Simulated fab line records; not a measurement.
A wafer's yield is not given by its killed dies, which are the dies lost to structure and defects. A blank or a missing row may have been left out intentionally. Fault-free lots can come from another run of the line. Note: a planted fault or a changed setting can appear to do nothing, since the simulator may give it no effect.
The tool behind it: which one? :: flow n5 finfet :: 12 lots with 36 wafers sampled at 5 steps, on a route of 1938 steps

== WHAT THE GAUGES SHOWED, per wafer ==
No reading from a measuring or inspecting step in the record can be judged against a usual standard deviation.

== TOOL THAT RAN EACH LOT (tool first, then ch and the chambers of the sampled wafers, then the start) ==
lot: L895
N5_BEOL_M4_SPUTTER_48: pvd sputter-03, day 8 21:56
N5_BEOL_M15_PRE_CLEAN_42: pvd sputter-01, day 12 12:21
N5_BEOL_M15_ANNEAL_48: rtp anneal-02 ch 0, day 12 13:01
N5_PASSIVATION_PECVD_01: pecvd-03 ch 0,1, day 12 19:56
N5_PASSIVATION_PROBE_49: -

lot: L896
N5_BEOL_M4_SPUTTER_48: pvd sputter-03, day 9 02:35
N5_BEOL_M15_PRE_CLEAN_42: pvd sputter-02, day 12 12:49
N5_BEOL_M15_ANNEAL_48: rtp anneal-02 ch 0, day 12 13:22
N5_PASSIVATION_PECVD_01: pecvd-03 ch 0,1,2, day 12 20:21
N5_PASSIVATION_PROBE_49: -

lot: L899
N5_BEOL_M4_SPUTTER_48: pvd sputter-03, day 10 20:36
N5_BEOL_M15_PRE_CLEAN_42: pvd sputter-01, day 14 14:16
N5_BEOL_M15_ANNEAL_48: rtp anneal-02 ch 0, day 14 14:53
N5_PASSIVATION_PECVD_01: pecvd-02 ch 0,1,2, day 14 22:25
N5_PASSIVATION_PROBE_49: -

lot: L898
N5_BEOL_M4_SPUTTER_48: pvd sputter-02, day 11 01:07
N5_BEOL_M15_PRE_CLEAN_42: pvd sputter-02, day 14 18:42
N5_BEOL_M15_ANNEAL_48: rtp anneal-01 ch 0, day 14 19:26
N5_PASSIVATION_PECVD_01: pecvd-02 ch 0,1,2, day 15 02:32
N5_PASSIVATION_PROBE_49: -

lot: L900
N5_BEOL_M4_SPUTTER_48: pvd sputter-03, day 11 19:43
N5_BEOL_M15_PRE_CLEAN_42: pvd sputter-02, day 15 21:22
N5_BEOL_M15_ANNEAL_48: rtp anneal-02 ch 0, day 15 21:56
N5_PASSIVATION_PECVD_01: pecvd-02 ch 0,1, day 16 04:16
N5_PASSIVATION_PROBE_49: -

lot: L902
N5_BEOL_M4_SPUTTER_48: pvd sputter-03, day 12 02:29
N5_BEOL_M15_PRE_CLEAN_42: pvd sputter-01, day 16 06:47
N5_BEOL_M15_ANNEAL_48: rtp anneal-02 ch 0, day 16 08:07
N5_PASSIVATION_PECVD_01: pecvd-03 ch 0,2, day 16 13:50
N5_PASSIVATION_PROBE_49: -

lot: L903
N5_BEOL_M4_SPUTTER_48: pvd sputter-03, day 12 09:27
N5_BEOL_M15_PRE_CLEAN_42: pvd sputter-02, day 16 18:23
N5_BEOL_M15_ANNEAL_48: rtp anneal-02 ch 0, day 16 18:56
N5_PASSIVATION_PECVD_01: pecvd-04 ch 0,1, day 17 02:38
N5_PASSIVATION_PROBE_49: -

lot: L904
N5_BEOL_M4_SPUTTER_48: pvd sputter-01, day 12 15:03
N5_BEOL_M15_PRE_CLEAN_42: pvd sputter-01, day 16 20:48
N5_BEOL_M15_ANNEAL_48: rtp anneal-02 ch 0, day 16 21:49
N5_PASSIVATION_PECVD_01: pecvd-02 ch 2, day 17 04:38
N5_PASSIVATION_PROBE_49: -

lot: L897
N5_BEOL_M4_SPUTTER_48: pvd sputter-02, day 13 15:56
N5_BEOL_M15_PRE_CLEAN_42: pvd sputter-01, day 17 16:26
N5_BEOL_M15_ANNEAL_48: rtp anneal-01 ch 0, day 17 17:14
N5_PASSIVATION_PECVD_01: pecvd-02 ch 0,2, day 17 23:48
N5_PASSIVATION_PROBE_49: -

lot: L910
N5_BEOL_M4_SPUTTER_48: pvd sputter-02, day 13 18:56
N5_BEOL_M15_PRE_CLEAN_42: pvd sputter-01, day 17 15:31
N5_BEOL_M15_ANNEAL_48: rtp anneal-01 ch 0, day 17 16:08
N5_PASSIVATION_PECVD_01: pecvd-03 ch 0,2, day 17 23:05
N5_PASSIVATION_PROBE_49: -

lot: L911
N5_BEOL_M4_SPUTTER_48: pvd sputter-01, day 14 00:56
N5_BEOL_M15_PRE_CLEAN_42: pvd sputter-01, day 18 00:05
N5_BEOL_M15_ANNEAL_48: rtp anneal-01 ch 0, day 18 00:55
N5_PASSIVATION_PECVD_01: pecvd-03 ch 0,1,2, day 18 06:34
N5_PASSIVATION_PROBE_49: prober-02, day 18 16:28

lot: L916
N5_BEOL_M4_SPUTTER_48: pvd sputter-03, day 15 03:40
N5_BEOL_M15_PRE_CLEAN_42: pvd sputter-02, day 19 07:35
N5_BEOL_M15_ANNEAL_48: rtp anneal-01 ch 0, day 19 08:43
N5_PASSIVATION_PECVD_01: pecvd-04 ch 0,1, day 19 17:31
N5_PASSIVATION_PROBE_49: -
- N5_BEOL_M4_SPUTTER_48: material Cu, target thk 4.5 nm, time 8.29 s.
- N5_BEOL_M15_PRE_CLEAN_42: time 30 s.
- N5_BEOL_M15_ANNEAL_48: time 90 s.
- N5_PASSIVATION_PECVD_01: deposits SiNx from SiH4/NH3/N2, target thk 200 nm, time 43.2 s.
- N5_PASSIVATION_PROBE_49

== WHAT THE TOOLS THEMSELVES READ (means of the sampled wafers that have a number; where no wafer has one, the mark that the record gives instead) ==
N5_BEOL_M4_SPUTTER_48. Usual: 30.2 % for throttle valve pct, sd 0.71.
lot: L895
tool: pvd sputter-03
throttle valve pct (%): 30.5
flag: 

lot: L896
tool: pvd sputter-03
throttle valve pct (%): 29.8
flag: 

lot: L899
tool: pvd sputter-03
throttle valve pct (%): 29.9
flag: 

lot: L898
tool: pvd sputter-02
throttle valve pct (%): 30.2
flag: 

lot: L900
tool: pvd sputter-03
throttle valve pct (%): 30.3
flag: 

lot: L902
tool: pvd sputter-03
throttle valve pct (%): 30.2
flag: 

lot: L903
tool: pvd sputter-03
throttle valve pct (%): 29.8
flag: 

lot: L904
tool: pvd sputter-01
throttle valve pct (%): 29.9
flag: 

lot: L897
tool: pvd sputter-02
throttle valve pct (%): 30.6
flag: 

lot: L910
tool: pvd sputter-02
throttle valve pct (%): 30.8
flag: 

lot: L911
tool: pvd sputter-01
throttle valve pct (%): 29.3
flag: 

lot: L916
tool: pvd sputter-03
throttle valve pct (%): 29.6
flag: 

N5_BEOL_M15_PRE_CLEAN_42. Usual: 453 W for heater power w, sd 34.
lot: L895
tool: pvd sputter-01
heater power w (W): 458
flag: 

lot: L896
tool: pvd sputter-02
heater power w (W): 432
flag: 

lot: L899
tool: pvd sputter-01
heater power w (W): 488
flag: 

lot: L898
tool: pvd sputter-02
heater power w (W): 456
flag: 

lot: L900
tool: pvd sputter-02
heater power w (W): 452
flag: 

lot: L902
tool: pvd sputter-01
heater power w (W): 470
flag: 

lot: L903
tool: pvd sputter-02
heater power w (W): 431
flag: 

lot: L904
tool: pvd sputter-01
heater power w (W): 461
flag: 

lot: L897
tool: pvd sputter-01
heater power w (W): 455
flag: 

lot: L910
tool: pvd sputter-01
heater power w (W): 471
flag: 

lot: L911
tool: pvd sputter-01
heater power w (W): 484
flag: 

lot: L916
tool: pvd sputter-02
heater power w (W): 447
flag: 

N5_BEOL_M15_ANNEAL_48. Usual: 226.03 for wafer_temp_C_max, sd 0.26.
lot: L895
tool: rtp anneal-02
wafer_temp_C_max: 226.06
flag: 

lot: L896
tool: rtp anneal-02
wafer_temp_C_max: 225.74
flag: 

lot: L899
tool: rtp anneal-02
wafer_temp_C_max: 225.99
flag: 

lot: L898
tool: rtp anneal-01
wafer_temp_C_max: 226.29
flag: 

lot: L900
tool: rtp anneal-02
wafer_temp_C_max: 225.88
flag: 

lot: L902
tool: rtp anneal-02
wafer_temp_C_max: 225.95
flag: 

lot: L903
tool: rtp anneal-02
wafer_temp_C_max: 226.35
flag: 

lot: L904
tool: rtp anneal-02
wafer_temp_C_max: 225.86
flag: 

lot: L897
tool: rtp anneal-01
wafer_temp_C_max: 226.19
flag: 

lot: L910
tool: rtp anneal-01
wafer_temp_C_max: 226.30
flag: 

lot: L911
tool: rtp anneal-01
wafer_temp_C_max: 226.32
flag: 

lot: L916
tool: rtp anneal-01
wafer_temp_C_max: 225.91
flag: 

N5_PASSIVATION_PECVD_01. Usual: heater power w 404 W, standard deviation 69; showerhead plenum p Torr 8.68 Torr, standard deviation 0.09; throttle valve pct 29.2 %, standard deviation 1.3.
lot: L895
tool: pecvd-03
heater power w (W): 420
showerhead plenum p Torr (Torr): 8.66
throttle valve pct (%): 29.4
flag: 

lot: L896
tool: pecvd-03
heater power w (W): 375
showerhead plenum p Torr (Torr): 8.68
throttle valve pct (%): 28.9
flag: 

lot: L899
tool: pecvd-02
heater power w (W): 392
showerhead plenum p Torr (Torr): 8.70
throttle valve pct (%): 29.6
flag: 

lot: L898
tool: pecvd-02
heater power w (W): 406
showerhead plenum p Torr (Torr): 8.68
throttle valve pct (%): 29.8
flag: 

lot: L900
tool: pecvd-02
heater power w (W): 386
showerhead plenum p Torr (Torr): 8.71
throttle valve pct (%): 31.0
flag: 

lot: L902
tool: pecvd-03
heater power w (W): 372
showerhead plenum p Torr (Torr): 8.65
throttle valve pct (%): 29.0
flag: 

lot: L903
tool: pecvd-04
heater power w (W): 535
showerhead plenum p Torr (Torr): 8.71
throttle valve pct (%): 31.5
flag: 

lot: L904
tool: pecvd-02
heater power w (W): 456
showerhead plenum p Torr (Torr): 8.79
throttle valve pct (%): 29.0
flag: 

lot: L897
tool: pecvd-02
heater power w (W): 386
showerhead plenum p Torr (Torr): 8.60
throttle valve pct (%): 29.0
flag: 

lot: L910
tool: pecvd-03
heater power w (W): 340
showerhead plenum p Torr (Torr): 8.69
throttle valve pct (%): 28.2
flag: 

lot: L911
tool: pecvd-03
heater power w (W): 429
showerhead plenum p Torr (Torr): 8.68
throttle valve pct (%): 29.0
flag: 

lot: L916
tool: pecvd-04
heater power w (W): 539
showerhead plenum p Torr (Torr): 8.65
throttle valve pct (%): 30.6
flag: 

N5_PASSIVATION_PROBE_49. Usual: defect limited yield 90.9 %, standard deviation 1.4; killed_at_M0_to_M3 38, standard deviation 11; killed_at_M4_up 13, standard deviation 5.9; killed at contacts 14, standard deviation 6.4; killed at front end 38, standard deviation 11; killed at other 3.3, standard deviation 2.5; killed dies 107, standard deviation 16; killed on rim 14, standard deviation 3.6; killed open 70, standard deviation 12; killed short 35, standard deviation 7.7; sort_bin_5_function 5.3 %, standard deviation 0.94; sort_bin_6_memory 3.5 %, standard deviation 0.7; sort_bin_8_speed 0.00 %, standard deviation 0.007; sort n pass 1073, standard deviation 16; sort yield pct 90.9 %, standard deviation 1.4.
lot: L911
tool: prober-02
defect limited yield (%): 86.5
killed_at_M0_to_M3: 43
killed_at_M4_up: 69
killed at contacts: 16
killed at front end: 29
killed at other: 2.3
killed dies: 159
killed on rim: 25
killed open: 71
killed short: 30
sort_bin_5_function (%): 8.2
sort_bin_6_memory (%): 3.5
sort_bin_8_speed (%): 0.00
sort n pass: 1021
sort yield pct (%): 86.5
flag: OFF

== THE ANSWER, worked out from the rows above alone ==
Rule: a lot is off if the mean of its wafers that have a number lies more than 3 standard deviations from the usual mean. Also off: a lot with no number at a reading for which 4 or more lots have one. The other lots that the step has rows for count as sound. First the gauges in route order, then the tools' own readings, where a lot's mean is used as printed above. The first step at which some lot is off is used, and at that step the reading that is off furthest; a lot without a number counts as furthest.
Off, at N5_PASSIVATION_PROBE_49 on killed_at_M4_up: L911. Neither off nor sound, because the step has no rows for them: L895, L896, L899, L898, L900, L902, L903, L904, L897, L910, L916.
If a tool, at that step or one of the process steps before it, ran each lot that is off and ran no sound lot following the first of them, it fits. Can't be told from this: 4 tools fit, pvd sputter-01 at N5_BEOL_M4_SPUTTER_48 and N5_BEOL_M15_PRE_CLEAN_42, rtp anneal-01 at N5_BEOL_M15_ANNEAL_48, pecvd-03 at N5_PASSIVATION_PECVD_01, prober-02 at N5_PASSIVATION_PROBE_49.

== WHAT THE SIMULATOR HAD PUT IN ==
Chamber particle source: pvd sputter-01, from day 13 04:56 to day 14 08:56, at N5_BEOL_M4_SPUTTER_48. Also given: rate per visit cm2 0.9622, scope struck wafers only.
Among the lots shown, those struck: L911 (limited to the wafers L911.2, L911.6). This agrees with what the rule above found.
